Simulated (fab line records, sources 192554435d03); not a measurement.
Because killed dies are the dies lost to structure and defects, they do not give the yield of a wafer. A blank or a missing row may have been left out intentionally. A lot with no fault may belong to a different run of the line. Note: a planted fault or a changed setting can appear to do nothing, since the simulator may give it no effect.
Which tool is to blame?	flow n5-finfet	Sampling: 8 lots, 24 wafers, 4 of 1938 route steps

WHAT EACH GAUGE READ, for each wafer
N5_MOL_CONTACT_COAG_CD_MEAS_137: the cd target is 16 nm.
lot	measured	on	cd-nm (nm)
L749	day 5 17:04	cd-sem-02	15.5 15.8 15.9
L751	day 5 23:57	cd-sem-01	15.9 16.5 16.3
L752	day 6 05:52	cd-sem-01	15.8 15.6 15.0
L753	day 6 12:41	cd-sem-01	16.0 15.7 16.1
L758	day 7 19:31	cd-sem-03	15.7 15.5 15.5
L759	day 7 20:14	cd-sem-02	16.3 17.2 16.4
L766	day 9 15:05	cd-sem-03	15.9 15.8 15.4
L770	day 10 17:02	cd-sem-02	15.8 15.8 15.5

WHAT TOOL EACH LOT RAN ON (gives the tool, then ch and the chambers of the sampled wafers, and finally the start)
lot	N5_MOL_CONTACT_COAG_ALD_27	N5_MOL_CONTACT_COAG_DESCUM_88	N5_MOL_CONTACT_COAG_ETCH_91
L749	ald-sin-03 ch 1,2,3, day 5 13:12	rie-diel-06 ch 0,1,2, day 5 16:11	rie-diel-05 ch 0,1,2, day 5 16:37
L751	ald-sin-02 ch 0,2, day 5 18:52	rie-diel-05 ch 0,1,2, day 5 21:44	rie-diel-06 ch 0,2,3, day 5 23:29
L752	ald-sin-04 ch 0,1,3, day 6 01:29	rie-diel-05 ch 1,2,3, day 6 04:44	rie-diel-06 ch 0,1,2, day 6 05:24
L753	ald-sin-03 ch 1,2,3, day 6 08:26	rie-diel-01 ch 1,2,3, day 6 11:17	rie-diel-01 ch 0,2,3, day 6 12:13
L758	ald-sin-03 ch 2,3, day 7 14:47	rie-diel-06 ch 0,2, day 7 18:15	rie-diel-06 ch 0,3, day 7 18:52
L759	ald-sin-04 ch 1,3, day 7 15:19	rie-diel-01 ch 0,2, day 7 19:17	rie-diel-06 ch 2,3, day 7 19:47
L766	ald-sin-03 ch 2,3, day 9 11:15	rie-diel-06 ch 0,1, day 9 14:17	rie-diel-05 ch 0,3, day 9 14:38
L770	ald-sin-02 ch 1,2,3, day 10 13:14	rie-diel-06 ch 2,3, day 10 16:14	rie-diel-05 ch 0,2,3, day 10 16:35
- N5_MOL_CONTACT_COAG_ALD_27: deposits SiOC, target thk 17 nm, pulse time 1.5 s, time 2720 s.
- N5_MOL_CONTACT_COAG_DESCUM_88: chemistry O2, time 7 s.
- N5_MOL_CONTACT_COAG_ETCH_91: etches SOC in N2/H2, target depth 60 nm, overetch 21 nm, time 101.2 s.

THE ANSWER, worked out from the rows above alone
Rule: what is usual is taken from the lots themselves. The widest of any qualifying gaps counts: lots, ordered by their means at a reading, are off when they make up no more than a third of the lots, leave a main group of 4 or more, and stand apart from it by 3 or more times the standard deviation of that group's means. The tables above print the reading to a certain number of digits; a main group whose means all agree to those digits is not used. Also off: a lot with no number at a reading for which 4 or more lots have one. All remaining lots with rows at the step are treated as sound.
No lot is off at any reading shown: from this, nothing can be told.

WHAT WAS PUT IN BY THE SIMULATOR
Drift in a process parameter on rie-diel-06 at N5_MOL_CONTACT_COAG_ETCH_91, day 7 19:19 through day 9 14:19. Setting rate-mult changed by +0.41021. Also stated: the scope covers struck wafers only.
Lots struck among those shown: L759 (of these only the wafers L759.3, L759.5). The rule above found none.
